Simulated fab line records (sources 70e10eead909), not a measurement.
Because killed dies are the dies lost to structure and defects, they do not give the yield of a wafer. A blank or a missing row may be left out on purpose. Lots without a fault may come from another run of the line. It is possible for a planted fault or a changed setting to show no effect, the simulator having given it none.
Matching of chambers ; flow nand harc ; NHARC_THIN_TSV_ETCH_15 on rie si-02: 4 sister chambers
The step target depth 3000 nm, bosch target overetch cycles 2, bosch etch step 2.8 s. 8 wafers are shown with their chamber, then 10 later ones without.

WAFERS WITH THEIR CHAMBER
wafer;chamber;drypump motor current A (A)
L636.3;0;4.8
L637.6;1;5.8
L641.3;3;5.7
L641.6;0;4.8
L645.4;1;5.8
L645.6;2;5.1
L646.4;2;5.1
L646.5;3;5.6

WAFERS MISSING THEIR CHAMBER
wafer;drypump motor current A (A)
L646.6;5.1
L652.3;5.6
L652.5;4.8
L652.6;5.6
L653.2;5.7
L653.4;5.8
L653.6;5.1
L655.1;4.8
L655.2;5.8
L655.6;5.0

EACH ONE'S CHAMBER
wafer;from the rows above;in truth
L646.6;2;2
L652.3;3;3
L652.5;0;0
L652.6;3;3
L653.2;can't be placed: 3 or 1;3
L653.4;1;1
L653.6;2;2
L655.1;0;0
L655.2;1;1
L655.6;2;2
Correctly placed: 9 of 10. These rows do not allow placing 1 (true chamber among the candidates in 1). Placed wrongly: 0.
How it was worked out, from the rows above alone: a wafer's distance from a chamber is the root of the sum, over the readings, of the square of ((its reading less the chamber's mean) divided by the reading's scatter). The wafer belongs to the nearest chamber; if the next one is less than 2 further off, it can't be placed. Each chamber's mean is taken over the wafers shown for it. The scatter: the root of (the sum of the squares of (reading less its chamber's mean) over the shown wafers, divided by (wafers less chambers)).
